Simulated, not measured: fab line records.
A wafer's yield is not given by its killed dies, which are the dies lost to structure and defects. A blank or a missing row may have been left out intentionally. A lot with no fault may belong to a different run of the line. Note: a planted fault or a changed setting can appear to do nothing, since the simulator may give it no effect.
Which tool did it? :: flow n5-finfet :: 11 lots with 33 wafers sampled at 5 steps, on a route of 1938 steps

WHAT EACH GAUGE READ, for each wafer
Not one reading of a measure or inspect step in the record can be checked against a usual standard deviation.

WHICH TOOL RAN EACH LOT (tool, then ch and the chambers of the sampled wafers, then the start)
lot: L354
N5_BEOL_M1_CVD_47: cvd-co-01 ch 0,1,2, day 6 00:47
N5_PASSIVATION_PRE_CLEAN_19: pvd-sputter-02, day 12 12:46
N5_PASSIVATION_ETCH_59: rie-metal-02 ch 0, day 12 13:57
N5_PASSIVATION_STRIP_48: rie-diel-03 ch 1,3, day 12 15:45
N5_PASSIVATION_PROBE_49: -

lot: L355
N5_BEOL_M1_CVD_47: cvd-co-02 ch 0,2, day 6 16:05
N5_PASSIVATION_PRE_CLEAN_19: pvd-sputter-03, day 13 03:07
N5_PASSIVATION_ETCH_59: rie-metal-01 ch 0,1, day 13 04:32
N5_PASSIVATION_STRIP_48: rie-diel-05 ch 0,1,3, day 13 06:20
N5_PASSIVATION_PROBE_49: -

lot: L359
N5_BEOL_M1_CVD_47: cvd-co-01 ch 0,1,2, day 7 15:38
N5_PASSIVATION_PRE_CLEAN_19: pvd-sputter-02, day 14 18:32
N5_PASSIVATION_ETCH_59: rie-metal-02 ch 0,1, day 14 19:52
N5_PASSIVATION_STRIP_48: rie-diel-04 ch 0,1,3, day 14 21:49
N5_PASSIVATION_PROBE_49: -

lot: L358
N5_BEOL_M1_CVD_47: cvd-co-02 ch 0,2, day 7 15:48
N5_PASSIVATION_PRE_CLEAN_19: pvd-sputter-03, day 14 20:56
N5_PASSIVATION_ETCH_59: rie-metal-03 ch 0,1, day 14 22:17
N5_PASSIVATION_STRIP_48: rie-diel-04 ch 1,2, day 15 00:17
N5_PASSIVATION_PROBE_49: -

lot: L365
N5_BEOL_M1_CVD_47: cvd-co-02 ch 2, day 8 23:50
N5_PASSIVATION_PRE_CLEAN_19: pvd-sputter-03, day 16 10:05
N5_PASSIVATION_ETCH_59: rie-metal-01 ch 0,1, day 16 11:17
N5_PASSIVATION_STRIP_48: rie-diel-04 ch 0,2,3, day 16 13:06
N5_PASSIVATION_PROBE_49: -

lot: L364
N5_BEOL_M1_CVD_47: cvd-co-01 ch 0,1,2, day 9 00:11
N5_PASSIVATION_PRE_CLEAN_19: pvd-sputter-03, day 15 21:41
N5_PASSIVATION_ETCH_59: rie-metal-03 ch 0,1, day 15 23:05
N5_PASSIVATION_STRIP_48: rie-diel-03 ch 0,2,3, day 16 01:13
N5_PASSIVATION_PROBE_49: prober-02, day 16 04:34

lot: L366
N5_BEOL_M1_CVD_47: cvd-co-02 ch 0,2, day 9 09:43
N5_PASSIVATION_PRE_CLEAN_19: pvd-sputter-03, day 17 01:52
N5_PASSIVATION_ETCH_59: rie-metal-01 ch 0,1, day 17 03:11
N5_PASSIVATION_STRIP_48: rie-diel-05 ch 0,3, day 17 05:08
N5_PASSIVATION_PROBE_49: prober-02, day 17 07:41

lot: L367
N5_BEOL_M1_CVD_47: cvd-co-02 ch 0,2, day 9 11:25
N5_PASSIVATION_PRE_CLEAN_19: pvd-sputter-03, day 16 10:25
N5_PASSIVATION_ETCH_59: rie-metal-03 ch 0,1, day 16 11:41
N5_PASSIVATION_STRIP_48: rie-diel-03 ch 0,3, day 16 13:38
N5_PASSIVATION_PROBE_49: -

lot: L368
N5_BEOL_M1_CVD_47: cvd-co-02 ch 0,1,2, day 9 19:19
N5_PASSIVATION_PRE_CLEAN_19: pvd-sputter-01, day 17 02:08
N5_PASSIVATION_ETCH_59: rie-metal-03 ch 0,1, day 17 03:26
N5_PASSIVATION_STRIP_48: rie-diel-05 ch 0,1,3, day 17 05:44
N5_PASSIVATION_PROBE_49: prober-01, day 17 08:18

lot: L370
N5_BEOL_M1_CVD_47: cvd-co-02 ch 0,1,2, day 10 14:24
N5_PASSIVATION_PRE_CLEAN_19: pvd-sputter-01, day 18 18:43
N5_PASSIVATION_ETCH_59: rie-metal-01 ch 0,1, day 18 20:02
N5_PASSIVATION_STRIP_48: rie-diel-05 ch 0,1,2, day 18 22:12
N5_PASSIVATION_PROBE_49: prober-01, day 19 01:00

lot: L377
N5_BEOL_M1_CVD_47: cvd-co-01 ch 0,1,2, day 12 03:35
N5_PASSIVATION_PRE_CLEAN_19: pvd-sputter-02, day 19 15:09
N5_PASSIVATION_ETCH_59: rie-metal-03 ch 0,1, day 19 16:34
N5_PASSIVATION_STRIP_48: rie-diel-05 ch 0,1, day 19 18:20
N5_PASSIVATION_PROBE_49: -
- N5_BEOL_M1_CVD_47: deposits Co from CCTBA/H2, target thk 3 nm, time 223.8 s.
- N5_PASSIVATION_PRE_CLEAN_19
- N5_PASSIVATION_ETCH_59: etches TaN in Cl2/BCl3, target depth 65 nm, time 34.9 s.
- N5_PASSIVATION_STRIP_48: strips in O2.
- N5_PASSIVATION_PROBE_49

AS READ BY THE TOOLS THEMSELVES (means over the sampled wafers that have a number; for cases with no such wafer, the mark the record gives instead)
N5_PASSIVATION_PRE_CLEAN_19. Usual: 455 W for heater-power-w, sd 49.
lot: L354
tool: pvd-sputter-02
heater-power-w (W): 461
flag: 

lot: L355
tool: pvd-sputter-03
heater-power-w (W): 474
flag: 

lot: L359
tool: pvd-sputter-02
heater-power-w (W): 453
flag: 

lot: L358
tool: pvd-sputter-03
heater-power-w (W): 452
flag: 

lot: L365
tool: pvd-sputter-03
heater-power-w (W): 468
flag: 

lot: L364
tool: pvd-sputter-03
heater-power-w (W): 424
flag: 

lot: L366
tool: pvd-sputter-03
heater-power-w (W): 453
flag: 

lot: L367
tool: pvd-sputter-03
heater-power-w (W): 416
flag: 

lot: L368
tool: pvd-sputter-01
heater-power-w (W): 496
flag: 

lot: L370
tool: pvd-sputter-01
heater-power-w (W): 501
flag: 

lot: L377
tool: pvd-sputter-02
heater-power-w (W): 455
flag: 

N5_PASSIVATION_ETCH_59. Usual: bcl3-flow-sccm 30.00 sccm, standard deviation 0.08; drypump-motor-current-A 5.9 A, standard deviation 0.36; oes-product-au 0.78 a.u., standard deviation 0.062; throttle-valve-pct 21.12 %, standard deviation 0.21.
lot: L354
tool: rie-metal-02
bcl3-flow-sccm (sccm): 29.96
drypump-motor-current-A (A): 6.0
oes-product-au (a.u.): 0.78
throttle-valve-pct (%): 20.87
flag: 

lot: L355
tool: rie-metal-01
bcl3-flow-sccm (sccm): 29.98
drypump-motor-current-A (A): 5.9
oes-product-au (a.u.): 0.78
throttle-valve-pct (%): 21.35
flag: 

lot: L359
tool: rie-metal-02
bcl3-flow-sccm (sccm): 30.04
drypump-motor-current-A (A): 5.7
oes-product-au (a.u.): 0.71
throttle-valve-pct (%): 21.04
flag: 

lot: L358
tool: rie-metal-03
bcl3-flow-sccm (sccm): 29.94
drypump-motor-current-A (A): 5.9
oes-product-au (a.u.): 0.86
throttle-valve-pct (%): 20.97
flag: 

lot: L365
tool: rie-metal-01
bcl3-flow-sccm (sccm): 29.95
drypump-motor-current-A (A): 6.3
oes-product-au (a.u.): 0.76
throttle-valve-pct (%): 21.26
flag: 

lot: L364
tool: rie-metal-03
bcl3-flow-sccm (sccm): 29.99
drypump-motor-current-A (A): 5.9
oes-product-au (a.u.): 0.85
throttle-valve-pct (%): 20.99
flag: 

lot: L366
tool: rie-metal-01
bcl3-flow-sccm (sccm): 29.96
drypump-motor-current-A (A): 6.2
oes-product-au (a.u.): 0.75
throttle-valve-pct (%): 21.28
flag: 

lot: L367
tool: rie-metal-03
bcl3-flow-sccm (sccm): 29.97
drypump-motor-current-A (A): 5.9
oes-product-au (a.u.): 0.85
throttle-valve-pct (%): 20.99
flag: 

lot: L368
tool: rie-metal-03
bcl3-flow-sccm (sccm): 30.02
drypump-motor-current-A (A): 5.9
oes-product-au (a.u.): 0.86
throttle-valve-pct (%): 21.13
flag: 

lot: L370
tool: rie-metal-01
bcl3-flow-sccm (sccm): 30.09
drypump-motor-current-A (A): 6.2
oes-product-au (a.u.): 0.75
throttle-valve-pct (%): 21.27
flag: 

lot: L377
tool: rie-metal-03
bcl3-flow-sccm (sccm): 29.91
drypump-motor-current-A (A): 5.9
oes-product-au (a.u.): 0.84
throttle-valve-pct (%): 21.13
flag: 

N5_PASSIVATION_STRIP_48. Usual: drypump-motor-current-A 5.8 A, standard deviation 0.41; oes-product-au 0.80 a.u., standard deviation 0.072; rf-vpp-V 3.8 V, standard deviation 2.4; showerhead-plenum-p-Torr 2.07 Torr, standard deviation 0.092; throttle-valve-pct 16.77 %, standard deviation 0.17.
lot: L354
tool: rie-diel-03
drypump-motor-current-A (A): 5.7
oes-product-au (a.u.): 0.90
rf-vpp-V (V): 5.9
showerhead-plenum-p-Torr (Torr): 2.15
throttle-valve-pct (%): 16.45
flag: 

lot: L355
tool: rie-diel-05
drypump-motor-current-A (A): 5.3
oes-product-au (a.u.): 0.87
rf-vpp-V (V): 3.6
showerhead-plenum-p-Torr (Torr): 2.14
throttle-valve-pct (%): 16.72
flag: 

lot: L359
tool: rie-diel-04
drypump-motor-current-A (A): 6.2
oes-product-au (a.u.): 0.84
rf-vpp-V (V): 3.4
showerhead-plenum-p-Torr (Torr): 2.10
throttle-valve-pct (%): 16.74
flag: 

lot: L358
tool: rie-diel-04
drypump-motor-current-A (A): 6.0
oes-product-au (a.u.): 0.82
rf-vpp-V (V): 4.9
showerhead-plenum-p-Torr (Torr): 2.04
throttle-valve-pct (%): 16.61
flag: 

lot: L365
tool: rie-diel-04
drypump-motor-current-A (A): 6.2
oes-product-au (a.u.): 0.80
rf-vpp-V (V): 3.1
showerhead-plenum-p-Torr (Torr): 2.08
throttle-valve-pct (%): 16.79
flag: 

lot: L364
tool: rie-diel-03
drypump-motor-current-A (A): 5.6
oes-product-au (a.u.): 0.74
rf-vpp-V (V): 3.8
showerhead-plenum-p-Torr (Torr): 2.04
throttle-valve-pct (%): 16.76
flag: 

lot: L366
tool: rie-diel-05
drypump-motor-current-A (A): 5.2
oes-product-au (a.u.): 0.85
rf-vpp-V (V): 3.8
showerhead-plenum-p-Torr (Torr): 2.11
throttle-valve-pct (%): 16.68
flag: 

lot: L367
tool: rie-diel-03
drypump-motor-current-A (A): 5.6
oes-product-au (a.u.): 0.80
rf-vpp-V (V): 1.2
showerhead-plenum-p-Torr (Torr): 2.06
throttle-valve-pct (%): 16.69
flag: 

lot: L368
tool: rie-diel-05
drypump-motor-current-A (A): 5.3
oes-product-au (a.u.): 0.83
rf-vpp-V (V): 4.8
showerhead-plenum-p-Torr (Torr): 2.13
throttle-valve-pct (%): 16.81
flag: 

lot: L370
tool: rie-diel-05
drypump-motor-current-A (A): 5.5
oes-product-au (a.u.): 0.76
rf-vpp-V (V): 2.4
showerhead-plenum-p-Torr (Torr): 2.03
throttle-valve-pct (%): 16.90
flag: 

lot: L377
tool: rie-diel-05
drypump-motor-current-A (A): 5.4
oes-product-au (a.u.): 0.80
rf-vpp-V (V): 2.9
showerhead-plenum-p-Torr (Torr): 2.08
throttle-valve-pct (%): 16.89
flag: 

N5_PASSIVATION_PROBE_49. Usual: defect-limited-yield 91.0 %, standard deviation 1.4; killed_at_M0_to_M3 36, standard deviation 10; killed_at_M4_up 15, standard deviation 5; killed-at-contacts 12, standard deviation 6.1; killed-at-front-end 40, standard deviation 13; killed-at-other 3.8, standard deviation 2.9; killed-dies 106, standard deviation 16; killed-open 68, standard deviation 12; killed-short 35, standard deviation 8.2; sort_bin_5_function 5.2 %, standard deviation 0.9; sort_bin_6_memory 3.4 %, standard deviation 0.71; sort_bin_8_speed 0.0 %, standard deviation 0.46; sort-n-pass 1073, standard deviation 17; sort-yield-pct 91.0 %, standard deviation 1.5.
lot: L364
tool: prober-02
defect-limited-yield (%): 92.1
killed_at_M0_to_M3: 36
killed_at_M4_up: 15
killed-at-contacts: 15
killed-at-front-end: 25
killed-at-other: 2.3
killed-dies: 93
killed-open: 61
killed-short: 31
sort_bin_5_function (%): 4.7
sort_bin_6_memory (%): 2.8
sort_bin_8_speed (%): 0.0
sort-n-pass: 1087
sort-yield-pct (%): 92.1
flag: 

lot: L366
tool: prober-02
defect-limited-yield (%): 90.7
killed_at_M0_to_M3: 52
killed_at_M4_up: 18
killed-at-contacts: 7
killed-at-front-end: 30
killed-at-other: 3.3
killed-dies: 110
killed-open: 73
killed-short: 33
sort_bin_5_function (%): 5.1
sort_bin_6_memory (%): 3.9
sort_bin_8_speed (%): 0.0
sort-n-pass: 1070
sort-yield-pct (%): 90.7
flag: 

lot: L368
tool: prober-01
defect-limited-yield (%): 87.0
killed_at_M0_to_M3: 83
killed_at_M4_up: 13
killed-at-contacts: 9
killed-at-front-end: 43
killed-at-other: 6.3
killed-dies: 153
killed-open: 79
killed-short: 34
sort_bin_5_function (%): 8.3
sort_bin_6_memory (%): 3.7
sort_bin_8_speed (%): 0.0
sort-n-pass: 1027
sort-yield-pct (%): 87.0
flag: OFF

lot: L370
tool: prober-01
defect-limited-yield (%): 87.4
killed_at_M0_to_M3: 83
killed_at_M4_up: 17
killed-at-contacts: 10
killed-at-front-end: 36
killed-at-other: 3.0
killed-dies: 149
killed-open: 70
killed-short: 37
sort_bin_5_function (%): 7.8
sort_bin_6_memory (%): 4.0
sort_bin_8_speed (%): 0.0
sort-n-pass: 1031
sort-yield-pct (%): 87.4
flag: OFF

THE ANSWER, worked out from the rows above alone
Rule: lot off if the mean of its wafers having a number is beyond 3 standard deviations from the usual mean. Also off: a lot with no number at a reading for which 4 or more lots have one. All remaining lots with rows at the step are treated as sound. First the gauges in route order, then the tools' own readings, where a lot's mean is used as printed above. At the first step where some lot is off, the reading lying furthest off is the one used; lots without a number count as furthest.
Off: L368, L370 (N5_PASSIVATION_PROBE_49, killed_at_M0_to_M3). Neither off nor sound, because the step has no rows for them: L354, L355, L359, L358, L365, L367, L377.
If a tool, at that step or one of the process steps before it, ran each lot that is off and ran no sound lot following the first of them, it fits. Can't be told from this: 4 tools fit, cvd-co-02 at N5_BEOL_M1_CVD_47, pvd-sputter-01 at N5_PASSIVATION_PRE_CLEAN_19, rie-diel-05 at N5_PASSIVATION_STRIP_48, prober-01 at N5_PASSIVATION_PROBE_49.

WHAT THE SIMULATOR PUT IN
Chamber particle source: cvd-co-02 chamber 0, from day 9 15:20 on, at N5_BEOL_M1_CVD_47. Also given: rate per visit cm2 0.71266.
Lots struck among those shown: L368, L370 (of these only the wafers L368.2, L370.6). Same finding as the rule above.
